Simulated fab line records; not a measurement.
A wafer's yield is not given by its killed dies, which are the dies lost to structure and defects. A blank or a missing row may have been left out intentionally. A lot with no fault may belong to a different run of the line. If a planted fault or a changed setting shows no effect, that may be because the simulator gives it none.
Matching of chambers + flow nandHarc + pecvd-03 running NHARC_P_BONDPAD_DEP_00: 3 sister chambers
The step deposits SiCN, target thk 250 nm. 3 wafers are shown with their chamber, then 8 later ones without.

## WAFERS PAIRED WITH THEIR CHAMBERS
| wafer  | chamber | susceptorTempC (C) |
|--------|---------|--------------------|
| L088.1 | 1       | 370.26             |
| L088.4 | 0       | 369.88             |
| L090.1 | 2       | 370.28             |

## WAFERS WITHOUT THEIR CHAMBER
| wafer  | susceptorTempC (C) |
|--------|--------------------|
| L090.4 | 369.95             |
| L090.5 | 370.25             |
| L094.1 | 369.65             |
| L094.4 | 370.22             |
| L094.5 | 370.07             |
| L095.1 | 369.81             |
| L095.2 | 369.95             |
| L095.4 | 370.11             |

## EACH ONE'S CHAMBER
| wafer  | from the rows above          | in truth                   |
|--------|------------------------------|----------------------------|
| L090.4 | can't be placed: 0 or 1      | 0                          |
| L090.5 | can't be placed: 1 or 2      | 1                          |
| L094.1 | 0                            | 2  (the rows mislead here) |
| L094.4 | can't be placed: 1 or 2      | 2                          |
| L094.5 | can't be placed: 0 or 1 or 2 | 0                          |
| L095.1 | 0                            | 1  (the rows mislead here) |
| L095.2 | can't be placed: 0 or 1      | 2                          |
| L095.4 | can't be placed: 1 or 2 or 0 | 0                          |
0 of 8 placed correctly. Not placeable from these rows: 6 (in 5, the candidates include the true chamber). Placed wrongly: 2.
How it was worked out, from the rows above alone: a wafer's distance from a chamber is the root of the sum, over the readings, of the square of ((its reading less the chamber's mean) divided by the reading's scatter). If the next closest chamber is less than 2 further off than the closest, the wafer can't be placed; otherwise it belongs to the closest. For every chamber, the mean is computed from those of its wafers that are shown. The scatter (one wafer shown for each chamber): square how far every hidden wafer sits from the nearest shown wafer, average those squares and take the square root.
